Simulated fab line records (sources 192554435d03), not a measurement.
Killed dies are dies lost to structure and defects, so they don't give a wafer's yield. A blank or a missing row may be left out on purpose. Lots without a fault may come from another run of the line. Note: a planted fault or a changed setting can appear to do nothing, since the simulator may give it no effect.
Matching of chambers ; flow n5_finfet ; 4 sister chambers for N5_BEOL_M5_ETCH_72 on rie_diel-06
The step etches underlayer in N2/H2, target depth 6.5 nm, time 5.2 s. 7 wafers are shown with their chamber, then 7 later ones without.

EACH WAFER AND ITS CHAMBER
wafer;chamber;throttle_valve_pct (%);rf_fwd_power_W (W)
L080.4;3;17.81;818.2
L080.5;2;17.71;822.9
L083.3;1;17.90;819.2
L084.5;3;17.35;816.9
L084.6;0;17.94;817.0
L088.2;0;17.94;823.6
L088.5;1;17.89;822.1

WAFERS MISSING THEIR CHAMBER
wafer;throttle_valve_pct (%);rf_fwd_power_W (W)
L088.6;17.93;823.5
L097.3;17.96;822.3
L097.4;17.79;815.9
L097.5;17.38;820.2
L096.3;17.82;823.8
L096.4;17.96;822.2
L096.6;17.40;824.2

EACH ONE'S CHAMBER
wafer;from the rows above;in truth
L088.6;can't be placed: 1 or 0 or 2 or 3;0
L097.3;can't be placed: 1 or 0 or 2 or 3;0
L097.4;can't be placed: 3 or 0 or 1 or 2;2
L097.5;can't be placed: 3 or 2 or 1 or 0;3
L096.3;can't be placed: 2 or 1 or 0 or 3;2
L096.4;can't be placed: 1 or 0 or 2 or 3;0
L096.6;can't be placed: 2 or 3 or 1 or 0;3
Placed correctly: 0 of 7. Can't be placed from these rows: 7 (the true chamber is among the candidates in 7). Number placed wrongly: 0.
How it was worked out, from the rows above alone: a wafer's distance from a chamber is the root of the sum, over the readings, of the square of ((its reading less the chamber's mean) divided by the reading's scatter). The wafer belongs to the nearest chamber; if the next one is less than 2 further off, it can't be placed. Each chamber's mean is taken over the wafers shown for it. How the scatter is found: for the shown wafers, subtract from each reading the mean of its chamber, square and add these, divide the total by (wafers less chambers), then take the root.
